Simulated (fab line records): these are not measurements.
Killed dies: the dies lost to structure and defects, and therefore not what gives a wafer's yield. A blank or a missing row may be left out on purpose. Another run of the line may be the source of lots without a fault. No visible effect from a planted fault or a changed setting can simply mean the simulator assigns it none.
Matching of chambers + flow nand_harc + NHARC_A_STAIRCASE_DEP_259 on pecvd-03 has 3 sister chambers
The step deposits SiON, target thk 30 nm. 6 wafers are shown with their chamber, then 10 later ones without.

== EACH WAFER AND ITS CHAMBER ==
| wafer  | chamber | heater_power_w (W) | rf_fwd_power_W (W) |
|--------|---------|--------------------|--------------------|
| L089.3 | 0       | 742                | 347.2              |
| L089.4 | 0       | 721                | 349.2              |
| L088.4 | 2       | 863                | 349.8              |
| L087.1 | 2       | 738                | 350.2              |
| L090.2 | 1       | 756                | 346.4              |
| L090.5 | 1       | 705                | 346.8              |

== WAFERS WITH NO CHAMBER GIVEN ==
| wafer  | heater_power_w (W) | rf_fwd_power_W (W) |
|--------|--------------------|--------------------|
| L090.6 | 713                | 349.8              |
| L091.2 | 747                | 349.9              |
| L091.4 | 836                | 348.9              |
| L091.5 | 756                | 348.5              |
| L094.2 | 831                | 347.8              |
| L094.4 | 724                | 348.0              |
| L094.5 | 752                | 349.0              |
| L097.1 | 754                | 347.2              |
| L097.2 | 791                | 349.8              |
| L097.3 | 745                | 348.9              |

== CHAMBER TAKEN BY EACH ==
| wafer  | from the rows above          | in truth |
|--------|------------------------------|----------|
| L090.6 | can't be placed: 2 or 0      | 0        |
| L091.2 | can't be placed: 2 or 0      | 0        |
| L091.4 | can't be placed: 2 or 0 or 1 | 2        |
| L091.5 | can't be placed: 0 or 2 or 1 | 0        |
| L094.2 | can't be placed: 0 or 1 or 2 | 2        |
| L094.4 | can't be placed: 0 or 1      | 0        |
| L094.5 | can't be placed: 0 or 2 or 1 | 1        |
| L097.1 | can't be placed: 1 or 0      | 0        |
| L097.2 | can't be placed: 2 or 0      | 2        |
| L097.3 | can't be placed: 0 or 2 or 1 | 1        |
Placed correctly: 0 of 10. From these rows, 10 cannot be placed; in 10 the true chamber is one of the candidates. 0 placed wrongly.
How it was worked out, from the rows above alone: a wafer's distance from a chamber is the root of the sum, over the readings, of the square of ((its reading less the chamber's mean) divided by the reading's scatter). The wafer belongs to the nearest chamber; if the next one is less than 2 further off, it can't be placed. Each chamber's mean is taken over the wafers shown for it. The scatter: take each reading less its chamber's mean, square it, sum over the shown wafers, divide by the number of wafers less the number of chambers, and take the root.
